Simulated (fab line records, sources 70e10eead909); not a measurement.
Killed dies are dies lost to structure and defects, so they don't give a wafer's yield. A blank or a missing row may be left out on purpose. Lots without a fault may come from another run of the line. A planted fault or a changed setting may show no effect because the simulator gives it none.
A struck lot beside a sound one | flow nand_harc | 14 steps out of a route of 1159
Sound: wafers L438.2, L438.5, L438.6. Struck: wafers L451.3, L451.5, L451.6. The cause comes at the end.
At each step with rows: each side's tool, then ch and its chambers, then its first start. Under that, the readings that differ: sound wafers | struck wafers | difference of the means | sigmas: that difference in standard deviations of wafers without a fault.
alike: readings whose means differ by less than 2 such deviations, and words and numbers that are the same on both sides. not compared: withheld readings, readings that some wafer has no value for, bounds like >300 that may hide the same value, and numbers for which the record gives no deviation and whose values overlap.
The two part at a step that has a row with sigmas, a row that says differs or no value, or rows on one side only. Numbers that don't overlap but have no deviation are shown without sigmas and don't part them. A reading that every wafer of one side lacks parts them only if that side has two wafers or more.

NHARC_A_ONON_D1_INSPECT_32:
  sound on defect_inspect-01, day 8 17:22; struck on defect_inspect-01, day 12 07:10
  alike: raw_defect_count
NHARC_A_CHANNEL_HOLE_D1_DEP_00: deposits aC, target thk 3100 nm.
  sound on acl_dep-01 ch 0, day 8 18:29; struck on acl_dep-03 ch 0, day 12 07:52
  alike: throttle_valve_pct
NHARC_A_CHANNEL_HOLE_D1_DEP_01: deposits SiON, target thk 140 nm.
  sound on pecvd-02 ch 0,2, day 8 20:07; struck on pecvd-04 ch 0,1,2, day 12 09:10
  alike: heater_power_w, rf_fwd_power_W
then, 9 steps without rows for these wafers: NHARC_A_CHANNEL_HOLE_D1_DEHYDRATE_02 (time 120 s); NHARC_A_CHANNEL_HOLE_D1_HMDS_03 (time 30 s); NHARC_A_CHANNEL_HOLE_D1_COAT_36 (time 75 s); NHARC_A_CHANNEL_HOLE_D1_COAT_37 (time 65 s); NHARC_A_CHANNEL_HOLE_D1_COAT_04 (resist thk 90 nm); NHARC_A_CHANNEL_HOLE_D1_SOFTBAKE_05 (time 55 s); NHARC_A_CHANNEL_HOLE_D1_EBR_06; NHARC_A_CHANNEL_HOLE_D1_EXPOSE_07 (exposes mask HOLE D1, target cd 100 nm); NHARC_A_CHANNEL_HOLE_D1_PEB_08 (peb time 65 s).
NHARC_A_CHANNEL_HOLE_D1_DEVELOP_09: develop time 35 s.
  sound on litho_track-01 ch 0, day 8 20:00; struck on litho_track-06, day 12 09:00
  no value came back on the struck wafers for chill_plate_temp_C (C), develop_time_s (s); on the sound wafers chill_plate_temp_C (C) reads 22.99 22.98 22.90
NHARC_A_CHANNEL_HOLE_D1_CD_MEAS_10: target cd 100 nm.
  sound on cd_sem-01 ch 0, day 8 20:55; struck on cd_sem-03 ch 0, day 12 09:56
  reading    | sound             | struck | difference                    | sigmas
  cd_nm (nm) | 100.4 100.4 100.8 | - - -  | no value on the struck wafers |

WHERE THEY PART
First at NHARC_A_CHANNEL_HOLE_D1_DEVELOP_09; last, within this record, at NHARC_A_CHANNEL_HOLE_D1_CD_MEAS_10.

WHY: what the simulator had put in
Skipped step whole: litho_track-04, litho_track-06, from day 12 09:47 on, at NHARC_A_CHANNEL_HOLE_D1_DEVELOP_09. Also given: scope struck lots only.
